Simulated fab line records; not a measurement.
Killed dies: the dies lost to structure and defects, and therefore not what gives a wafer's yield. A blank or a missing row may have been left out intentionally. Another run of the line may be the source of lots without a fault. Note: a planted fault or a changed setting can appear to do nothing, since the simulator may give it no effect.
3 desks looking at one fault / flow nandHarc / what lay behind the numbers comes last; until then each desk has only its own

FROM THE METROLOGY DESK
Means of the sampled wafers that have a number, per lot and without regard to the tool the lot ran on: this is what the gauges read. If a lot's mean is further than 4 standard deviations from the usual mean, the lot is out of limits and carries the mark OUT (the distance appears in the brackets).
Columns: A = overlayXNm at NHARC_P_M1_OVL_MEAS_10, usual -0.1 nm; B = overlayYNm at NHARC_P_M1_OVL_MEAS_10, usual 0.1 nm
lot=L997; first seen here=day 6 03:45; A=-2.6; B=0.8
lot=L998; first seen here=day 6 19:58; A=0.5; B=-0.4
lot=L107; first seen here=day 10 13:44; A=-0.0; B=-0.6
lot=L108; first seen here=day 10 21:34; A=-0.3; B=0.9
lot=L110; first seen here=day 11 15:12; A=0.0; B=0.4
lot=L114; first seen here=day 13 20:47; A=0.6; B=1.4
lot=L117; first seen here=day 14 07:46; A=-0.7; B=0.7
lot=L116; first seen here=day 14 08:26; A=1.1; B=-1.0
lot=L118; first seen here=day 14 20:20; A=1.1; B=0.4
lot=L120; first seen here=day 15 12:35; A=-1.0; B=0.6
lot=L119; first seen here=day 15 12:51; A=-0.1; B=-1.3
Finding of this desk: none of the 11 lots has anything out of limits.

THE DEFECT DESK
What the inspections along the route counted, lot by lot: means of the sampled wafers that have a number. If a lot's mean is further than 4 standard deviations from the usual mean, the lot is out of limits and carries the mark OUT (the distance appears in the brackets).
Columns: A = rawDefectCount at NHARC_P_M0_INSPECT_27, usual 292; B = rawDefectCount at NHARC_P_M1_INSPECT_11, usual 4.1
lot=L997; first seen here=day 6 02:16; A=236; B=3.7
lot=L998; first seen here=day 6 18:22; A=420; B=2.7
lot=L107; first seen here=day 10 12:14; A=177; B=1.7
lot=L108; first seen here=day 10 20:13; A=247; B=5.0
lot=L110; first seen here=day 11 13:43; A=249; B=3.0
lot=L114; first seen here=day 13 19:16; A=1305 (+9.2) OUT; B=1031.3 (+99 or more) OUT
lot=L117; first seen here=day 14 06:17; A=182; B=3.3
lot=L116; first seen here=day 14 06:56; A=202; B=3.3
lot=L118; first seen here=day 14 18:50; A=439; B=11.0
lot=L120; first seen here=day 15 11:05; A=231; B=3.0
lot=L119; first seen here=day 15 11:14; A=395; B=2.3
This desk finds L114 out of limits, L114 being first, at day 13 19:16 (rawDefectCount at NHARC_P_M0_INSPECT_27). In limits: L997, L998, L107, L108, L110, L117, L116, L118, L120, L119.

THE TOOL OWNER'S DESK: cmp-01
The tool's own readings at NHARC_P_M0_CMP_23 (polishes, t overpolish 20 s, target thk 117.54 nm): means of the sampled wafers that have a number, for each lot that ran on this tool. If a lot's mean is further than 4 standard deviations from the usual mean, the lot is out of limits and carries the mark OUT (the distance appears in the brackets).
Columns: A = motorCurrentA at NHARC_P_M0_CMP_23, usual 12.1 A; B = retainingRingPressureFrac at NHARC_P_M0_CMP_23, usual 1.000; C = slurryFilterDpKPa at NHARC_P_M0_CMP_23, usual 13.48 kPa; D = timeToEndpointS at NHARC_P_M0_CMP_23, usual 28.7 s
lot=L998; first seen here=day 6 17:53; A=12.1; B=1.000; C=13.49; D=30.1
lot=L107; first seen here=day 10 11:48; A=12.4; B=1.000; C=13.46; D=31.3
lot=L108; first seen here=day 10 19:44; A=11.3; B=1.004; C=13.56; D=31.9
lot=L114; first seen here=day 13 18:49; A=12.3; B=1.000; C=13.58; D=25.7
Finding of this desk: none of the 4 lots has anything out of limits.

TAKEN TOGETHER
The defect desk could have raised an alarm at day 13 19:16, on L114.
The metrology desk saw nothing out of limits.
The tool owner's desk saw nothing out of limits.
The metrology desk holds a record of L114, inside its limits.
Tool owner's desk: L114 on record, inside its limits.
The lots listed all ran NHARC_P_M0_CMP_23 on cmp-01.

WHAT THE SIMULATOR HAD INSERTED
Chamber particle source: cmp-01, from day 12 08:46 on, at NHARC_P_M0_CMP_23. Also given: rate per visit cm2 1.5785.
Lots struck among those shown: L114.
Hours from the fault's start to each desk's first reading out of limits: the defect desk, 34.
